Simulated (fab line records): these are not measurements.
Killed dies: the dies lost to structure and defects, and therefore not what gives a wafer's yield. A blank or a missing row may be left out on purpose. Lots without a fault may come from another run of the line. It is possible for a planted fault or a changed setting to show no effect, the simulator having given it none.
The same fault as seen by 3 desks	flow n5_finfet	each desk holds nothing but its own numbers, with what lay behind them at the end

## FROM THE METROLOGY DESK
What the gauges read, lot by lot, whatever tool the lot ran on: means of the sampled wafers that have a number. Any lot whose mean is over 4 standard deviations away from the usual mean is out of limits and marked OUT; that distance is given in the brackets.
Columns: A = cd_nm at N5_BEOL_M9_CD_MEAS_28, usual 70.05 nm; B = V8_OVL at N5_BEOL_M9_OVL_MEAS_29, usual -0.3 nm
lot	first seen here	A	B
L459	day 11 12:38	69.90	-0.3
L460	day 11 19:39	70.25	-0.5
L463	day 12 17:37	70.06	0.1
L465	day 13 08:19	70.19	-0.8
L476	day 15 17:27	70.04	-0.1
L478	day 16 00:38	70.19	-0.9
Finding of this desk: none of the 6 lots has anything out of limits.

## THE DEFECT DESK
For each lot, the counts of the inspections along the route, averaged over the sampled wafers that have a number. Any lot whose mean is over 4 standard deviations away from the usual mean is out of limits and marked OUT; that distance is given in the brackets.
Columns: A = raw_defect_count at N5_BEOL_M9_INSPECT_30, usual 394
lot	first seen here	A
L459	day 11 12:44	304
L460	day 11 19:44	558
L463	day 12 17:43	293
L465	day 13 08:25	377
L476	day 15 17:32	498
L478	day 16 00:43	364
Finding of this desk: none of the 6 lots has anything out of limits.

## TOOL OWNER'S DESK, rie_diel-05
The tool's own readings at N5_BEOL_M9_VIA_ETCH_34 (etches SiCOH lowk in C4F6/O2, target depth 182.4 nm, time 68.4 s): means of the sampled wafers that have a number, for each lot that ran on this tool. Any lot whose mean is over 4 standard deviations away from the usual mean is out of limits and marked OUT; that distance is given in the brackets.
Columns: A = chamber_pressure_mTorr at N5_BEOL_M9_VIA_ETCH_34, usual 30.00 mTorr; B = drypump_motor_current_A at N5_BEOL_M9_VIA_ETCH_34, usual 5.7 A; C = oes_product_au at N5_BEOL_M9_VIA_ETCH_34, usual 0.78 a.u.; D = rf_vpp_V at N5_BEOL_M9_VIA_ETCH_34, usual 663 V; E = showerhead_plenum_p_Torr at N5_BEOL_M9_VIA_ETCH_34, usual 2.83 Torr; F = throttle_valve_pct at N5_BEOL_M9_VIA_ETCH_34, usual 20.94 %
lot	first seen here	A	B	C	D	E	F
L460	day 11 20:15	29.99	5.5	0.79	657	2.83	20.83
L463	day 12 17:55	30.02	5.7	0.93	659	2.81	21.00
L465	day 13 08:38	30.00	5.5	0.90	656	2.82	20.88
Finding of this desk: none of the 3 lots has anything out of limits.

## PUT TOGETHER
From the metrology desk's view, nothing was out of limits.
No out-of-limits result turned up at the defect desk.
The desk of the tool owner found nothing out of limits.

## WHAT THE SIMULATOR PUT IN
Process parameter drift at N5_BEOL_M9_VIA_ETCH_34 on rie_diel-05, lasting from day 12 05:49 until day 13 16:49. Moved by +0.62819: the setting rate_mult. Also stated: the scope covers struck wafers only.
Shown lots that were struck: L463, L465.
